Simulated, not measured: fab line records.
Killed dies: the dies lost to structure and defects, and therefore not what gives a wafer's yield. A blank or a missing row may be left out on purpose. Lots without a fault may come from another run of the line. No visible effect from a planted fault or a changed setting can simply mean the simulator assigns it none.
fab line records	flow n5Finfet
record lots=7	wafers=21
route steps=1938 shown BEOL_M10@1499 BEOL_M11@1541 BEOL_M12@1656 BEOL_M13@1710 BEOL_M14@1719 MIM_BOT@1833 PAD_METAL@1895
startH: start of the lot's first displayed wafer, in hours after the record's first day	waitH: hours from the lot's prior step to this one	" the same as in the row above	L1.1+2: a single row standing in for several wafers	- no value present, or no start provided	* or withheld: withheld	< > ~ a bound
route shown NAME@n: names a module that has steps shown in the file, with the first one's number in the route	usual: mean/standard deviation of fault-free wafers	same: alike in all rows	chamber/n: place in a boat	sites: readings site by site	_std_site: standard deviation of those values	_edge_site: inner sites' mean taken away from outer sites' mean	radiusMm: for every site, how far away it sits from the centre of the wafer	mask NAME#n: copy n	behind: tool/chamber where the wafer was last shaped	hold: cause of the lot's hold/its duration in hours/its outcome	device: the transistor (n, p or np) that didn't switch	end of line: the tests these same wafers got at the end of their route	a step given without rows: its recipe and nothing more	killed: dies that structure and defects cost at the first sort, which is not the same as the wafer's yield	map: dies across one wafer; x = killed, . = not, _ = none there
set.NAME: the run value of the setting; set.NAME@STEP: its run value at that earlier step	model.NAME: the simulator's own value behind a step, which no gauge read
lots where settings were altered on purpose, with a table for each step and a row for each wafer
## steps
# step N5_BEOL_M10_EXPOSE_25
# recipe maskId=V9	na=1.35	sourceShape=annular	sigmaInner=0.5	sigmaOuter=0.8	polarization=unpolarized	doseMj=85.5
lot.wafer	tool	chamber	startH	waitH	mask	set.doseMj
L075.1+6	arfiScanner-03	0	251.00	-	V9#0	85.5
L075.5	"	0	"	"	V9#0	80.19
L077.3+5+6	arfiScanner-03	0	260.12	-	V9#0	85.5
L080.1+5+6	arfiScanner-01	0	265.69	-	V9#0	85.5
L084.2	arfiScanner-01	0	300.63	-	V9#0	85.5
L084.3+5	"	0	"	"	V9#0	81.95
L085.1+2+6	arfiScanner-02	0	319.80	-	V9#0	85.5
L089.3+5	arfiScanner-03	0	348.75	-	V9#0	89.96
L089.6	"	0	"	"	V9#0	85.5
L097.1+2+6	arfiScanner-03	0	398.35	-	V9#0	85.5
# step N5_BEOL_M10_PEB_26
# recipe pebTempC=withheld	pebTimeS=60	resist=CAR-ArF
# step N5_BEOL_M10_DEVELOP_27
# recipe developTimeS=30	developer=TMAH	resist=CAR-ArF	rinseLiquid=diw	dry=airSpin	devTempC=23
lot.wafer	tool	chamber	startH	waitH	set.spinRpm@BEOL_M10_COAT_22	model.CAR-ArF_of_BEOL_M10_COAT_22.thkNm
L075.1	lithoTrack-05	0	-	-	1500	88.4
L075.5	"	0	"	"	1653	84.4
L075.6	"	0	"	"	1653	84.2
L077.3	lithoTrack-04	0	-	-	1500	88.4
L077.5+6	"	0	"	"	1500	88.2
L080.1+5	lithoTrack-01	0	-	-	1500	88.8
L080.6	"	0	"	"	1500	88.6
L084.2	lithoTrack-01	0	-	-	1557	86.4
L084.3	"	0	"	"	1557	86.6
L084.5	"	0	"	"	1500	88
L085.1	lithoTrack-01	0	-	-	1500	88.4
L085.2	"	0	"	"	1422	91
L085.6	"	0	"	"	1500	88.6
L089.3	lithoTrack-04	0	-	-	1434	90
L089.5	"	0	"	"	1500	88.2
L089.6	"	0	"	"	1434	90.4
L097.1	lithoTrack-04	0	-	-	1500	88
L097.2+6	"	0	"	"	1500	88.2
# step N5_BEOL_M10_DESCUM_33
# recipe chemistry=O2	timeS=7.9	sourcePowerW=50	biasPowerW=20	pressureMtorr=20	rfFrequencyHz=2.712e+07	tempC=40	resist=CAR-ArF	o2FlowSccm=225
lot.wafer	tool	chamber	startH	waitH	set.spinRpm@BEOL_M10_COAT_22	model.CAR-ArF_of_BEOL_M10_COAT_22.thkNm
L075.1	rieDiel-05	1	251.22	0.0	1500	83.8
L075.5	"	1	"	"	1653	79.6
L075.6	"	0	"	"	1653	79.2
L077.3+6	rieDiel-05	0	260.32	0.0	1500	83.4
L077.5	"	1	"	"	1500	83.6
L080.1+6	rieDiel-05	3	265.91	0.0	1500	83.8
L080.5	"	2	"	"	1500	84
L084.2	rieDiel-06	1	300.84	0.0	1557	81.6
L084.3	"	3	"	"	1557	81.8
L084.5	"	1	"	"	1500	83.2
L085.1+6	rieDiel-02	0,2	320.16	0.2	1500	83.6
L085.2	"	3	"	"	1422	86
L089.3	rieDiel-02	0	349.20	0.3	1434	85.2
L089.5	"	0	"	"	1500	83.4
L089.6	"	1	"	"	1434	85.6
L097.1+2	rieDiel-06	1,2	398.57	0.0	1500	83.2
L097.6	"	2	"	"	1500	83.4
# step N5_BEOL_M11_COAT_59
# recipe resist=SOC	tempC=250	timeS=60	spinRpm=1500	resistThkNm=100
lot.wafer	tool	chamber	startH	waitH	set.spinRpm	model.SOC_of_BEOL_M11_COAT_59.thkNm
L075.1	lithoTrack-04	0	259.19	0.1	1500	100.6
L075.5	"	0	"	"	1394	104.4
L075.6	"	0	"	"	1500	100.8
L077.3	lithoTrack-04	0	266.32	0.1	1339	106.2
L077.5	"	0	"	"	1339	105.8
L077.6	"	0	"	"	1500	100.2
L080.1	lithoTrack-03	0	270.12	0.1	1500	100.6
L080.5+6	"	0	"	"	1500	100.8
L084.2	lithoTrack-02	0	306.07	0.1	1500	100.4
L084.3	"	0	"	"	1417	103.2
L084.5	"	0	"	"	1500	100.2
L085.1	lithoTrack-04	0	330.06	1.1	1500	100.6
L085.2+6	"	0	"	"	1500	100.4
L089.3	lithoTrack-04	0	355.21	0.1	1648	95.6
L089.5	"	0	"	"	1648	95.4
L089.6	"	0	"	"	1500	100.2
L097.1	lithoTrack-03	0	402.81	0.1	1500	100
L097.2	"	0	"	"	1569	97.8
L097.6	"	0	"	"	1569	98.2
# step N5_BEOL_M11_COAT_60
# recipe resist=SiARC	tempC=220	timeS=60	spinRpm=1500	resistThkNm=30
lot.wafer	tool	chamber	startH	waitH	set.spinRpm	model.SiARC_of_BEOL_M11_COAT_60.thkNm
L075.1+5+6	lithoTrack-04	0	-	-	1500	30
L077.3+5	lithoTrack-04	0	-	-	1500	30
L077.6	"	0	"	"	1660	28.6
L080.1	lithoTrack-03	0	-	-	1500	30
L080.5+6	"	0	"	"	1500	30.2
L084.2	lithoTrack-02	0	-	-	1500	30
L084.3	"	0	"	"	1500	30.2
L084.5	"	0	"	"	1377	31.4
L085.1+2	lithoTrack-04	0	-	-	1412	31
L085.6	"	0	"	"	1500	30.2
L089.3+5+6	lithoTrack-04	0	-	-	1500	30
L097.1+2+6	lithoTrack-03	0	-	-	1500	29.8
# step N5_BEOL_M11_COAT_05
# recipe resist=CAR-ArF	spinRpm=1500	resistThkNm=90
# step N5_BEOL_M11_EBR_07
# recipe solvent=PGMEA	ebrWidthMm=1.5
# step N5_BEOL_M11_DESCUM_16
# recipe chemistry=O2	timeS=7.9	sourcePowerW=50	biasPowerW=20	pressureMtorr=20	rfFrequencyHz=2.712e+07	tempC=40	resist=CAR-ArF	o2FlowSccm=225
# step N5_BEOL_M11_ETCH_61
# recipe chemistry=CF4	target=SiARC	targetDepthA=390	maskMaterial=CAR-ArF	timeS=65	ionEnergyEv=80	pressureMtorr=40	sourceW=545	biasW=36	Ar_flow_sccm=100	cf4FlowSccm=100	ends=cleared
lot.wafer	tool	chamber	startH	waitH	set.spinRpm@BEOL_M11_COAT_60	model.etch.depthNm	model.CAR-ArF_of_BEOL_M11_COAT_05.thkNm
L075.1	rieDiel-04	0	260.39	0.0	1500	30.05	55.6
L075.5	"	1	"	"	1500	30.1	55.8
L075.6	"	2	"	"	1500	30.08	55.8
L077.3	rieDiel-01	3	266.97	0.0	1500	30.05	55.2
L077.5	"	3	"	"	1500	30.01	55.4
L077.6	"	0	"	"	1660	28.56	57
L080.1	rieDiel-04	2	271.50	0.0	1500	30.08	56
L080.5	"	1	"	"	1500	30.11	56
L080.6	"	2	"	"	1500	30.13	55.8
L084.2	rieDiel-03	1	306.63	0.0	1500	30.06	54.8
L084.3	"	0	"	"	1500	30.16	54.8
L084.5	"	3	"	"	1377	31.32	53.8
L085.1	rieDiel-01	1	331.26	0.0	1412	30.97	55
L085.2	"	3	"	"	1412	31.03	54.6
L085.6	"	2	"	"	1500	30.12	56.2
L089.3	rieDiel-04	2	355.57	0.0	1500	29.99	55.6
L089.5	"	0	"	"	1500	30.07	55.4
L089.6	"	1	"	"	1500	30.05	55.4
L097.1	rieDiel-01	3	404.27	0.0	1500	29.83	55.4
L097.2	"	1	"	"	1500	29.88	55.6
L097.6	"	3	"	"	1500	29.83	55.6
# step N5_BEOL_M11_ETCH_62
# recipe chemistry=N2/H2	target=SOC	targetDepthA=1100	overetchA=220	maskMaterial=SiARC	tempC=40	timeS=165	ionEnergyEv=200	pressureMtorr=30	sourceW=840	biasW=150	n2FlowSccm=200	h2FlowSccm=200
lot.wafer	tool	chamber	startH	waitH	set.spinRpm@BEOL_M11_COAT_59	model.etch.depthNm
L075.1	rieDiel-04	0	260.44	0.0	1500	100.5
L075.5	"	1	"	"	1394	104.3
L075.6	"	2	"	"	1500	100.7
L077.3	rieDiel-01	3	267.02	0.0	1339	106.2
L077.5	"	3	"	"	1339	105.8
L077.6	"	0	"	"	1500	100.2
L080.1	rieDiel-04	2	271.55	0.0	1500	100.7
L080.5	"	1	"	"	1500	100.9
L080.6	"	2	"	"	1500	100.8
L084.2	rieDiel-03	1	306.68	0.0	1500	100.4
L084.3	"	0	"	"	1417	103.2
L084.5	"	3	"	"	1500	100.1
L085.1	rieDiel-01	1	331.31	0.0	1500	100.6
L085.2	"	3	"	"	1500	100.4
L085.6	"	2	"	"	1500	100.5
L089.3	rieDiel-04	2	355.62	0.0	1648	95.55
L089.5	"	0	"	"	1648	95.48
L089.6	"	1	"	"	1500	100.3
L097.1	rieDiel-01	3	404.32	0.0	1500	99.97
L097.2	"	1	"	"	1569	97.89
L097.6	"	3	"	"	1569	98.14
# step N5_BEOL_M11_STRIP_68
# recipe chemistry=N2/H2	tempC=40	n2FlowSccm=200	h2FlowSccm=200	rfFrequencyHz=6e+07
# step N5_BEOL_M11_STRIP_67
# recipe chemistry=CF4	resist=SiARC	powerW=300	biasPowerW=75	pressureMtorr=50	cf4FlowSccm=150	rfFrequencyHz=6e+07
# step N5_BEOL_M11_HM_OPEN_17
# recipe chemistry=Cl2/BCl3	targetDepthA=200	overetchA=60	target=TiN	maskMaterial=SOC	ionEnergyEv=150	pressureMtorr=10	icpW=1000	biasW=126	Cl2_flow_sccm=53.25	bcl3FlowSccm=21.75	Ar_flow_sccm=25
lot.wafer	tool	chamber	startH	waitH	set.spinRpm@BEOL_M11_COAT_59	model.SOC_of_BEOL_M11_COAT_59.thkNm
L075.1	rieMetal-02	0	260.63	0.0	1500	92.2
L075.5	"	0	"	"	1394	96.2
L075.6	"	1	"	"	1500	93.2
L077.3	rieMetal-02	0	267.24	0.1	1339	98
L077.5	"	1	"	"	1339	98.2
L077.6	"	0	"	"	1500	92
L080.1+6	rieMetal-01	0	271.74	0.0	1500	92.4
L080.5	"	0	"	"	1500	92.6
L084.2	rieMetal-01	0	306.87	0.0	1500	92.2
L084.3	"	1	"	"	1417	95.6
L084.5	"	1	"	"	1500	92.6
L085.1	rieMetal-03	0	331.49	0.0	1500	92.8
L085.2+6	"	1,0	"	"	1500	92.6
L089.3	rieMetal-02	1	355.84	0.1	1648	88
L089.5	"	0	"	"	1648	87.4
L089.6	"	1	"	"	1500	92.8
L097.1	rieMetal-03	0	404.51	0.0	1500	92.2
L097.2	"	1	"	"	1569	89.8
L097.6	"	0	"	"	1569	90.4
# step N5_BEOL_M11_ETCH_66
# recipe chemistry=N2/H2	target=SOC	targetDepthA=1200	overetchA=240	maskMaterial=SiARC	tempC=40	timeS=180	ionEnergyEv=200	pressureMtorr=30	sourceW=840	biasW=150	n2FlowSccm=200	h2FlowSccm=200
lot.wafer	tool	chamber	startH	waitH	set.timeS	model.SiARC_of_BEOL_M11_COAT_64.thkNm
L075.1	rieDiel-04	2	264.02	0.0	180	23.2
L075.5	"	1	"	"	180	22.6
L075.6	"	2	"	"	151.4	24.2
L077.3+6	rieDiel-01	3,2	269.57	0.0	180	22.4
L077.5	"	1	"	"	217.4	21.8
L080.1+5	rieDiel-01	2	274.25	0.0	180	22.6
L080.6	"	1	"	"	180	23
L084.2+5	rieDiel-03	2,3	309.73	0.0	180	22.6
L084.3	"	0	"	"	180	22.8
L085.1	rieDiel-01	1	333.39	0.0	180	23.2
L085.2	"	3	"	"	218	20.8
L085.6	"	3	"	"	218	21
L089.3	rieDiel-04	2	358.54	0.0	169.5	23.6
L089.5	"	1	"	"	180	22.8
L089.6	"	0	"	"	180	22.6
L097.1+2	rieDiel-03	2,0	405.28	0.0	180	22.8
L097.6	"	1	"	"	194.9	21.8
# step N5_BEOL_M12_DEP_53
# recipe material=SiCN	targetThkA=300	tempC=withheld	precursor=3MS/NH3	pressureTorr=3	rfW=675	timeS=10.5
lot.wafer	tool	chamber	startH	waitH	set.timeS	model.SiCN_of_BEOL_M12_DEP_53.thkNm
L075.1	pecvd-02	2	271.88	0.0	10.5	29.6
L075.5	"	0	"	"	9.333	26.8
L075.6	"	2	"	"	9.333	27
L077.3	pecvd-03	1	277.67	0.0	10.5	29.4
L077.5	"	0	"	"	10.5	29.6
L077.6	"	1	"	"	9.584	27.2
L080.1	pecvd-03	1	285.76	0.0	10.5	29.4
L080.5	"	2	"	"	10.5	30.2
L080.6	"	1	"	"	10.5	29.6
L084.2	pecvd-01	1	316.28	0.0	10.5	29.8
L084.3	"	2	"	"	10.5	30
L084.5	"	0	"	"	10.5	30.6
L085.1	pecvd-02	1	342.24	0.0	10.01	28.6
L085.2	"	0	"	"	10.5	29.8
L085.6	"	2	"	"	10.01	29
L089.3	pecvd-02	1	371.61	0.0	10.5	30.4
L089.5+6	"	1,2	"	"	10.5	30.6
L097.1	pecvd-02	1	412.82	0.0	10.97	32.2
L097.2	"	2	"	"	10.5	30
L097.6	"	2	"	"	10.97	31.8
# step N5_BEOL_M13_CMP_49
# recipe stopOn=SiOC	tOverpolishS=17.1	downForcePsi=1	platenRpm=50	clearingPlatenDownForcePsi=1.5	clearingPlatenRpm=50	postCmpClean=cuAlkaline	targetThkNm=420	clearingPlatenPadVelocityMS=0.99484	padVelocityMS=0.99484
# usual barrierFieldEndpointS=30.1/0.83
lot.wafer	tool	chamber	startH	waitH	set.downForcePsi	barrierFieldEndpointS
L075.1	cmp-01	3	276.47	0.5	1	30.4
L075.6	"	1	"	"	1	30.9
L075.5	"	2	"	"	0.8981	33.4
L077.3	cmp-04	3	285.67	0.2	1	29.6
L077.5	"	3	"	"	0.8263	35.8
L077.6	"	0	"	"	0.8263	36.0
L080.1	cmp-01	0	294.21	0.3	1	30.1
L080.6	"	0	"	"	1	31.3
L080.5	"	1	"	"	1	30.8
L084.3	cmp-02	1	321.38	0.2	1	28.9
L084.2	"	2	"	"	1.08	28.2
L084.5	"	3	"	"	1.08	26.8
L085.2	cmp-01	2	348.78	0.3	1	30.3
L085.1	"	3	"	"	1	28.7
L085.6	"	1	"	"	1	30.7
L089.3	cmp-02	3	378.26	0.2	1	29.3
L089.6	"	3	"	"	0.7801	37.4
L089.5	"	0	"	"	1	30.4
L097.2	cmp-01	0	420.01	0.2	1	30.7
L097.1	"	1	"	"	1	29.6
L097.6	"	0	"	"	0.9129	32.9
# step N5_BEOL_M14_COAT_04
# recipe spinRpm=1704	resistThkNm=800
lot.wafer	tool	chamber	startH	waitH	set.spinRpm	model.coat_of_BEOL_M14_COAT_04.thkNm
L075.1	lithoTrack-03	0	-	-	1704	803.2
L075.5	"	0	"	"	1807	776.6
L075.6	"	0	"	"	1807	780.2
L077.3	lithoTrack-03	0	-	-	1782	786.2
L077.5	"	0	"	"	1704	804
L077.6	"	0	"	"	1704	802
L080.1	lithoTrack-03	0	-	-	1704	801.2
L080.5	"	0	"	"	1704	801.4
L080.6	"	0	"	"	1704	803.2
L084.2	lithoTrack-05	0	-	-	1757	784.4
L084.3+5	"	0	"	"	1704	796.6
L085.1	lithoTrack-02	0	-	-	1704	799.6
L085.2	"	0	"	"	1757	787.8
L085.6	"	0	"	"	1704	800.2
L089.3	lithoTrack-03	0	-	-	1704	801
L089.5	"	0	"	"	1704	800.2
L089.6	"	0	"	"	1704	800.6
L097.1	lithoTrack-05	0	-	-	1768	786.4
L097.2	"	0	"	"	1704	800.6
L097.6	"	0	"	"	1704	799.6
# step N5_BEOL_M14_EBR_06
# recipe solvent=PGMEA	ebrWidthMm=1.5
# step N5_BEOL_M14_SOFTBAKE_05
# recipe tempC=130	timeS=60
# step N5_BEOL_M14_DESCUM_15
# recipe chemistry=O2	timeS=7.9	sourcePowerW=50	biasPowerW=20	pressureMtorr=20	rfFrequencyHz=2.712e+07	tempC=40	o2FlowSccm=225
# step N5_BEOL_M14_ETCH_59
# recipe chemistry=N2/H2	target=BARC	targetDepthA=890	overetchA=267	timeS=67.9	ionEnergyEv=200	pressureMtorr=30	sourceW=840	biasW=150	n2FlowSccm=200	h2FlowSccm=200
lot.wafer	tool	chamber	startH	waitH	set.spinRpm@BEOL_M14_COAT_04	model.coat_of_BEOL_M14_COAT_04.thkNm
L075.1	rieDiel-06	2	277.81	0.0	1704	720
L075.5	"	1	"	"	1807	693.8
L075.6	"	2	"	"	1807	696.6
L077.3	rieDiel-05	1	287.27	0.0	1782	708.6
L077.5	"	3	"	"	1704	721.2
L077.6	"	2	"	"	1704	721
L080.1	rieDiel-02	2	295.33	0.0	1704	717.8
L080.5	"	2	"	"	1704	718.2
L080.6	"	1	"	"	1704	721.6
L084.2	rieDiel-02	0	322.89	0.0	1757	704.8
L084.3	"	1	"	"	1704	715.8
L084.5	"	1	"	"	1704	715.6
L085.1	rieDiel-05	2	349.93	0.0	1704	718.6
L085.2	"	1	"	"	1757	710.6
L085.6	"	1	"	"	1704	722.6
L089.3	rieDiel-05	1	379.41	0.0	1704	723.2
L089.5	"	1	"	"	1704	722.4
L089.6	"	0	"	"	1704	718.2
L097.1	rieDiel-06	2	421.20	0.0	1768	703.2
L097.2	"	0	"	"	1704	717.2
L097.6	"	0	"	"	1704	716.4
# step N5_MIM_BOT_SPUTTER_00
# recipe material=TiN	targetThkA=350	tempC=200	powerW=3000	chamberPressurePa=0.49996	gas=Ar	reactivePartialPa=0.37997	timeS=89.7
lot.wafer	tool	chamber	startH	waitH	set.timeS	model.TiN_of_MIM_BOT_SPUTTER_00.thkNm
L075.1	pvdSputter-02	-	293.05	0.0	89.7	35.4
L075.5	"	-	"	"	89.7	35
L075.6	"	-	"	"	76.35	30.2
L077.3	pvdSputter-02	-	310.62	0.0	89.7	34.6
L077.5	"	-	"	"	89.7	34
L077.6	"	-	"	"	89.7	35
L080.1	pvdSputter-01	-	314.27	0.0	89.7	34.6
L080.5	"	-	"	"	89.7	35.2
L080.6	"	-	"	"	89.7	35.6
L084.2+3	pvdSputter-01	-	339.10	0.0	89.7	35.4
L084.5	"	-	"	"	89.7	34.8
L085.1+6	pvdSputter-03	-	366.51	0.0	101.5	39.6
L085.2	"	-	"	"	89.7	35
L089.3	pvdSputter-01	-	398.41	0.0	89.7	34
L089.5+6	"	-	"	"	89.7	34.8
L097.1	pvdSputter-02	-	434.10	0.0	89.7	35
L097.2	"	-	"	"	89.7	35.4
L097.6	"	-	"	"	89.7	35.2
# step N5_PASSIVATION_SPUTTER_20
# recipe material=TaN	targetThkA=500	tempC=25	chamberPressurePa=0.4
lot.wafer	tool	chamber	startH	waitH	set.targetThkA	model.TaN_of_PASSIVATION_SPUTTER_20.thkNm
L075.1	pvdSputter-02	-	301.81	0.0	443.6	44.4
L075.5	"	-	"	"	500	50
L075.6	"	-	"	"	443.6	44.8
L077.3	pvdSputter-01	-	318.88	0.0	500	49.6
L077.5	"	-	"	"	500	49
L077.6	"	-	"	"	500	48.8
L080.1	pvdSputter-03	-	319.26	0.0	500	50.4
L080.5	"	-	"	"	500	51.4
L080.6	"	-	"	"	500	50.8
L084.2	pvdSputter-03	-	345.66	0.0	500	51.4
L084.3	"	-	"	"	482.9	48.8
L084.5	"	-	"	"	482.9	49.2
L085.1	pvdSputter-02	-	374.66	0.0	500	49.6
L085.2	"	-	"	"	500	49.4
L085.6	"	-	"	"	464	45.8
L089.3	pvdSputter-01	-	405.24	0.0	500	50.4
L089.5	"	-	"	"	500	50.2
L089.6	"	-	"	"	544.2	54.4
L097.1	pvdSputter-03	-	443.82	0.0	500	50.8
L097.2	"	-	"	"	500	50
L097.6	"	-	"	"	500	50.2
## key
split step=N5_BEOL_M10_EXPOSE_25	setting=doseMj	stated=85.5	by=wafer
response none clear
split step=N5_BEOL_M11_COAT_59	setting=spinRpm	stated=1500	by=wafer
response step=N5_BEOL_M11_COAT_59	reading=model.SOC_of_BEOL_M11_COAT_59.thkNm	change=-0.509	per=1%	r=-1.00
response step=N5_BEOL_M11_ETCH_62	reading=model.etch.depthNm	change=-0.513	per=1%	r=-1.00
response step=N5_BEOL_M11_HM_OPEN_17	reading=model.SOC_of_BEOL_M11_COAT_59.thkNm	change=-0.534	per=1%	r=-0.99
split step=N5_BEOL_M11_COAT_60	setting=spinRpm	stated=1500	by=wafer
response step=N5_BEOL_M11_COAT_60	reading=model.SiARC_of_BEOL_M11_COAT_60.thkNm	change=-0.141	per=1%	r=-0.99
response step=N5_BEOL_M11_ETCH_61	reading=model.etch.depthNm	change=-0.143	per=1%	r=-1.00
response step=N5_BEOL_M11_ETCH_61	reading=model.CAR-ArF_of_BEOL_M11_COAT_05.thkNm	change=+0.16	per=1%	r=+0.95
split step=N5_BEOL_M11_ETCH_66	setting=timeS	stated=180	by=wafer
response step=N5_BEOL_M11_ETCH_66	reading=model.SiARC_of_BEOL_M11_COAT_64.thkNm	change=-0.0773	per=1%	r=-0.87
split step=N5_BEOL_M12_DEP_53	setting=timeS	stated=10.5	by=wafer
response step=N5_BEOL_M12_DEP_53	reading=model.SiCN_of_BEOL_M12_DEP_53.thkNm	change=+0.264	per=1%	r=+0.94
split step=N5_BEOL_M13_CMP_49	setting=downForcePsi	stated=1	by=wafer
response step=N5_BEOL_M13_CMP_49	reading=barrierFieldEndpointS	change=-0.328	per=1%	r=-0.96
split step=N5_BEOL_M14_COAT_04	setting=spinRpm	stated=1704	by=wafer
response step=N5_BEOL_M14_COAT_04	reading=model.coat_of_BEOL_M14_COAT_04.thkNm	change=-3.89	per=1%	r=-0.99
response step=N5_BEOL_M14_ETCH_59	reading=model.coat_of_BEOL_M14_COAT_04.thkNm	change=-3.55	per=1%	r=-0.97
split step=N5_MIM_BOT_SPUTTER_00	setting=timeS	stated=89.7	by=wafer
response step=N5_MIM_BOT_SPUTTER_00	reading=model.TiN_of_MIM_BOT_SPUTTER_00.thkNm	change=+0.342	per=1%	r=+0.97
split step=N5_PASSIVATION_SPUTTER_20	setting=targetThkA	stated=500	by=wafer
response step=N5_PASSIVATION_SPUTTER_20	reading=model.TaN_of_PASSIVATION_SPUTTER_20.thkNm	change=+0.491	per=1%	r=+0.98
split outsideThisFile step=N5_BEOL_M10_COAT_22 setting=spinRpm
# split outsideThisFile: this setting was split too, and the file shows its column; the key of that split is in another file
